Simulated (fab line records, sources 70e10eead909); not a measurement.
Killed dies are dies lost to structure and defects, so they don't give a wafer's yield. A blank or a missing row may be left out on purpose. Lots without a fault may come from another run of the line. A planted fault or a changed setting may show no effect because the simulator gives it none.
Chamber matching | flow nand_harc | NHARC_A_STAIRCASE_DESCUM_11 on rie_diel-12: 4 sister chambers
The step chemistry O2, time 3 s. 8 wafers are shown with their chamber, then 9 later ones without.

WAFERS WITH THEIR CHAMBER
wafer  | chamber | drypump_motor_current_A (A) | showerhead_plenum_p_Torr (Torr)
L078.4 | 2       | 5.5                         | 1.97
L079.3 | 2       | 5.4                         | 1.97
L080.1 | 0       | 5.0                         | 1.86
L080.2 | 1       | 5.5                         | 1.96
L080.3 | 3       | 6.1                         | 1.86
L081.1 | 3       | 6.1                         | 1.86
L081.3 | 0       | 5.0                         | 1.86
L081.6 | 1       | 5.5                         | 1.95

WAFERS WITHOUT THEIR CHAMBER
wafer  | drypump_motor_current_A (A) | showerhead_plenum_p_Torr (Torr)
L087.1 | 5.0                         | 1.85
L087.2 | 5.4                         | 1.96
L087.3 | 6.1                         | 1.85
L092.1 | 5.0                         | 1.85
L092.4 | 5.5                         | 1.95
L092.6 | 6.1                         | 1.84
L095.1 | 5.5                         | 1.94
L095.4 | 6.1                         | 1.84
L095.5 | 5.0                         | 1.85

WHICH CHAMBER EACH WENT THROUGH
wafer  | from the rows above     | in truth
L087.1 | 0                       | 0
L087.2 | can't be placed: 1 or 2 | 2
L087.3 | 3                       | 3
L092.1 | 0                       | 0
L092.4 | 1                       | 1
L092.6 | 3                       | 3
L095.1 | 1                       | 1
L095.4 | 3                       | 3
L095.5 | 0                       | 0
Placed correctly: 8 of 9. Can't be placed from these rows: 1 (the true chamber is among the candidates in 1). Placed wrongly: 0.
How it was worked out, from the rows above alone: a wafer's distance from a chamber is the root of the sum, over the readings, of the square of ((its reading less the chamber's mean) divided by the reading's scatter). The wafer belongs to the nearest chamber; if the next one is less than 2 further off, it can't be placed. A chamber's mean is the mean of its shown wafers. The scatter: the root of (the sum of the squares of (reading less its chamber's mean) over the shown wafers, divided by (wafers less chambers)).
